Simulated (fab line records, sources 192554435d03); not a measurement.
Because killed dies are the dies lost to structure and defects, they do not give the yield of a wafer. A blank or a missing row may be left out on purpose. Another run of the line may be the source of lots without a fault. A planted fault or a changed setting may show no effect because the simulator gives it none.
Split-lot trial / flow n5-finfet / on a route of 1938 steps: 7 lots, 21 wafers read

THE SPLIT
At N5_BEOL_M3_EXPOSE_25 (exposes mask V2, defocus 5 nm), the setting dose-mj was moved away from the recipe's 63 on 6 of the 21 wafers read, by -6.6% to +6.0%. All remaining wafers had this setting at the recipe value.

FROM THE SPLIT TO THE READING: what the file shows between them, 2 steps
- N5_BEOL_M3_PEB_26: peb time 60 s
- N5_BEOL_M3_DEVELOP_27: develop time 30 s

THE READING
cd-nm, in nm, at N5_BEOL_M3_CD_MEAS_28 (target cd 25.7 nm, target cd y 23.3 nm). Typical for fault-free wafers on this fab line: 25.70 nm, with standard deviation 0.24 nm.

wafer=L074.3; tool, chamber at the split=euv-scanner-01, 0; dose-mj as run=61.44; against the recipe=-2.5%; cd-nm, nm=24.79; against lot-mates on the recipe=-0.63
wafer=L074.5; tool, chamber at the split=euv-scanner-01, 0; dose-mj as run=63; against the recipe=recipe; cd-nm, nm=25.42; against lot-mates on the recipe=-
wafer=L074.6; tool, chamber at the split=euv-scanner-01, 0; dose-mj as run=61.44; against the recipe=-2.5%; cd-nm, nm=25.50; against lot-mates on the recipe=+0.08
wafer=L078.1; tool, chamber at the split=euv-scanner-02, 0; dose-mj as run=63; against the recipe=recipe; cd-nm, nm=25.47; against lot-mates on the recipe=-
wafer=L078.2; tool, chamber at the split=euv-scanner-02, 0; dose-mj as run=63; against the recipe=recipe; cd-nm, nm=25.73; against lot-mates on the recipe=-
wafer=L078.4; tool, chamber at the split=euv-scanner-02, 0; dose-mj as run=66.19; against the recipe=+5.1%; cd-nm, nm=26.35; against lot-mates on the recipe=+0.75
wafer=L082.4; tool, chamber at the split=euv-scanner-01, 0; dose-mj as run=63; against the recipe=recipe; cd-nm, nm=25.67; against lot-mates on the recipe=-
wafer=L082.5; tool, chamber at the split=euv-scanner-01, 0; dose-mj as run=63; against the recipe=recipe; cd-nm, nm=25.14; against lot-mates on the recipe=-
wafer=L082.6; tool, chamber at the split=euv-scanner-01, 0; dose-mj as run=58.84; against the recipe=-6.6%; cd-nm, nm=24.28; against lot-mates on the recipe=-1.12
wafer=L084.1; tool, chamber at the split=euv-scanner-02, 0; dose-mj as run=63; against the recipe=recipe; cd-nm, nm=25.96; against lot-mates on the recipe=-
wafer=L084.4; tool, chamber at the split=euv-scanner-02, 0; dose-mj as run=63; against the recipe=recipe; cd-nm, nm=25.87; against lot-mates on the recipe=-
wafer=L084.6; tool, chamber at the split=euv-scanner-02, 0; dose-mj as run=63; against the recipe=recipe; cd-nm, nm=25.55; against lot-mates on the recipe=-
wafer=L089.1; tool, chamber at the split=euv-scanner-02, 0; dose-mj as run=63; against the recipe=recipe; cd-nm, nm=25.71; against lot-mates on the recipe=-
wafer=L089.4; tool, chamber at the split=euv-scanner-02, 0; dose-mj as run=63; against the recipe=recipe; cd-nm, nm=25.65; against lot-mates on the recipe=-
wafer=L089.5; tool, chamber at the split=euv-scanner-02, 0; dose-mj as run=63; against the recipe=recipe; cd-nm, nm=25.47; against lot-mates on the recipe=-
wafer=L092.2; tool, chamber at the split=euv-scanner-01, 0; dose-mj as run=63; against the recipe=recipe; cd-nm, nm=25.79; against lot-mates on the recipe=-
wafer=L092.3; tool, chamber at the split=euv-scanner-01, 0; dose-mj as run=63; against the recipe=recipe; cd-nm, nm=25.29; against lot-mates on the recipe=-
wafer=L092.6; tool, chamber at the split=euv-scanner-01, 0; dose-mj as run=66.8; against the recipe=+6.0%; cd-nm, nm=27.12; against lot-mates on the recipe=+1.58
wafer=L097.1; tool, chamber at the split=euv-scanner-02, 0; dose-mj as run=63; against the recipe=recipe; cd-nm, nm=25.75; against lot-mates on the recipe=-
wafer=L097.3; tool, chamber at the split=euv-scanner-02, 0; dose-mj as run=60.93; against the recipe=-3.3%; cd-nm, nm=25.13; against lot-mates on the recipe=-0.51
wafer=L097.6; tool, chamber at the split=euv-scanner-02, 0; dose-mj as run=63; against the recipe=recipe; cd-nm, nm=25.53; against lot-mates on the recipe=-

THE FIT
A straight line over all 21 wafers: cd-nm changes by +0.198 nm for each +1% of dose-mj; r = +0.90; the points scatter about the line by 0.24 nm.
The same after taking each lot's own level away (the mean of its wafers on the recipe; 21 wafers): +0.186 nm for each +1%; r = +0.90; scatter 0.23 nm.
Per that fit: largest dose-mj move, reading shift of 1.2 nm.
Measured against the standard deviation above, the lots' own levels, which go from 25.405 to 25.793 nm, span 1.6 times it.
Hence the lot-to-lot level has little effect on the slope; both slopes agree.
Check: -1.23 nm against its lot-mates is what the line predicts for one of the wafers moved furthest among these (-6.6%) when that wafer is left out of the fit. It came out at -1.12 nm against them.

OTHER SPLITS APPLIED TO THESE WAFERS
Note: prior to the reading, these wafers also went through further splits. Each is held against what the fit with the lots' levels taken away leaves over:
other split on the same wafers=N5_BEOL_M3_EXPOSE_08 dose-mj; wafers away from the commonest value=6; r with cd-nm (lot level and that fit taken away)=+0.03

THE FILE'S OWN FIT
cd-nm changes by +0.189 nm for each +1% of dose-mj, r = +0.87.
